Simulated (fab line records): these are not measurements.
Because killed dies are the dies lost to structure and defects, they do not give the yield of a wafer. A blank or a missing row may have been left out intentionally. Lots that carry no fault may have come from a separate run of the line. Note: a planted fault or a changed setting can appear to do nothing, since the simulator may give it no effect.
Struck lot and sound lot, side by side :: flow nand-harc :: 6 out of 1302 route steps
Sound: these wafers, L543.1, L543.2, L543.3. Wafers L560.2, L560.4, L560.6 were the ones struck. The cause is named last.
Order at every step that has rows: each side's tool, ch and its chambers, its first start. Under that, the readings that differ: sound wafers :: struck wafers :: difference of the means :: sigmas: that difference in standard deviations of wafers without a fault.
alike: readings with means less than 2 such deviations apart, plus words and numbers identical on both sides. not compared: withheld readings, readings lacking a value on some wafer, bounds such as >300 that could conceal the same value, and numbers that have no deviation in the record and whose values overlap.
A row with sigmas, a row that says differs or no value, or rows on one side alone: a step with any of these is where the two part. Numbers that don't overlap but have no deviation are shown without sigmas and don't part them. A reading that every wafer of one side lacks parts them only if that side has two wafers or more.

NHARC_P_START_INSPECT_01:
  struck on defect-inspect-01, day 8 22:02; sound on defect-inspect-01, day 1 20:02
  alike: raw-defect-count
then, 2 steps without rows for these wafers: NHARC_P_ZERO_WELL_PRECLEAN_00 (cleans in SPM, time 600 s); NHARC_P_ZERO_WELL_SRD_01.
NHARC_P_ZERO_WELL_PECVD_02: deposits SiO2, target thk 10 nm.
  sound on pecvd-01 ch 0,1,2, day 1 20:26; struck on pecvd-04 ch 0,1, day 8 22:29
  no value came back on the struck wafers for chamber-pressure-Torr (Torr), since-wet-clean-h (h); on the sound wafers chamber-pressure-Torr (Torr) reads 6.499 6.475 6.500
then, 1 step without rows for these wafers: NHARC_P_ZERO_WELL_DEHYDRATE_03 (time 120 s).
-- the record jumps here: 22 days lie between the struck wafers' starts before and after (it left off in module P_ZERO_WELL and takes up again in module END, whose first step shown is number 1302 of the route) --
NHARC_END_SORT_01:
  at this point the record logs the struck wafers (prober-01 ch 0, day 30 22:17) and has no rows for the sound ones

== WHERE THEY PART ==
Earliest at NHARC_P_ZERO_WELL_PECVD_02; latest, in this record, at NHARC_END_SORT_01.

WHY: what the simulator had put in
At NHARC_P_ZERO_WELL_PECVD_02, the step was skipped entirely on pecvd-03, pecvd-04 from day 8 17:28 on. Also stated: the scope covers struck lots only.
